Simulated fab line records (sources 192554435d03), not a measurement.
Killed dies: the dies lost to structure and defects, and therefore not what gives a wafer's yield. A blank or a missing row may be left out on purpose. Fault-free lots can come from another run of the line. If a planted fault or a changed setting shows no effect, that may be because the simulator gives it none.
Chamber matching ; flow n5 finfet ; N5_PMOS_HMC_CHANNEL_EPI_ETCH_38 on rie si-03 has 4 sister chambers
The step etches SiO2 in CF4, target depth 1.5 nm. 18 wafers are shown with their chamber, then 9 later ones without.

== WAFERS, EACH WITH ITS CHAMBER ==
wafer;chamber;drypump motor current A (A);oes product au (a.u.);he backside leak sccm (sccm)
L076.1;2;5.4;0.971;2.57
L076.4;1;5.7;1.001;3.13
L076.5;2;5.4;0.972;2.56
L078.1;1;5.7;1.009;3.14
L078.5;1;5.7;1.003;3.00
L078.6;0;5.2;0.980;2.73
L079.1;3;5.4;1.015;2.67
L079.2;2;5.4;0.966;2.58
L079.3;0;5.2;0.976;2.59
L084.2;0;5.2;0.991;2.61
L084.3;2;5.4;0.965;2.59
L084.4;3;5.4;1.009;2.53
L085.1;3;5.4;1.006;2.54
L085.2;2;5.4;0.973;2.55
L085.5;3;5.4;1.008;2.77
L088.2;2;5.4;0.969;2.55
L088.4;1;5.6;1.012;2.92
L088.5;1;5.6;1.005;2.93

SIGNATURES (means of the wafers above)
reading;chamber 0;chamber 1;chamber 2;chamber 3;scatter within a chamber
drypump motor current A;5.200;5.660;5.400;5.400;0.0293
oes product au;0.98233;1.00600;0.96933;1.00950;0.00462
he backside leak sccm;2.6433;3.0240;2.5667;2.6275;0.0832
Rule: a wafer's distance from a chamber is the root of the sum, over the readings, of the square of ((its reading less the chamber's mean) divided by the reading's scatter). The wafer belongs to the nearest chamber; if the next one is less than 2 further off, it can't be placed. The scatter: the root of (the sum of the squares of (reading less its chamber's mean) over the shown wafers, divided by (wafers less chambers)).

== WAFERS WITHOUT THEIR CHAMBER ==
wafer;drypump motor current A (A);oes product au (a.u.);he backside leak sccm (sccm)
L089.1;5.4;0.974;2.50
L089.5;5.6;1.011;3.00
L089.6;5.4;0.974;2.57
L092.1;5.7;0.999;3.09
L092.3;5.4;1.020;2.65
L092.4;5.4;0.983;2.50
L097.1;5.4;0.975;2.55
L097.5;5.4;0.989;2.50
L097.6;5.7;1.007;3.11

== CHAMBER TAKEN BY EACH ==
wafer;from the rows above;in truth
L089.1;2;2
L089.5;1;1
L089.6;2;2
L092.1;1;1
L092.3;3;3
L092.4;2;2
L097.1;2;2
L097.5;can't be placed: 2 or 3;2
L097.6;1;1
Correct placement for 8 of the 9. Not placeable from these rows: 1 (in 1, the candidates include the true chamber). 0 placed wrongly.
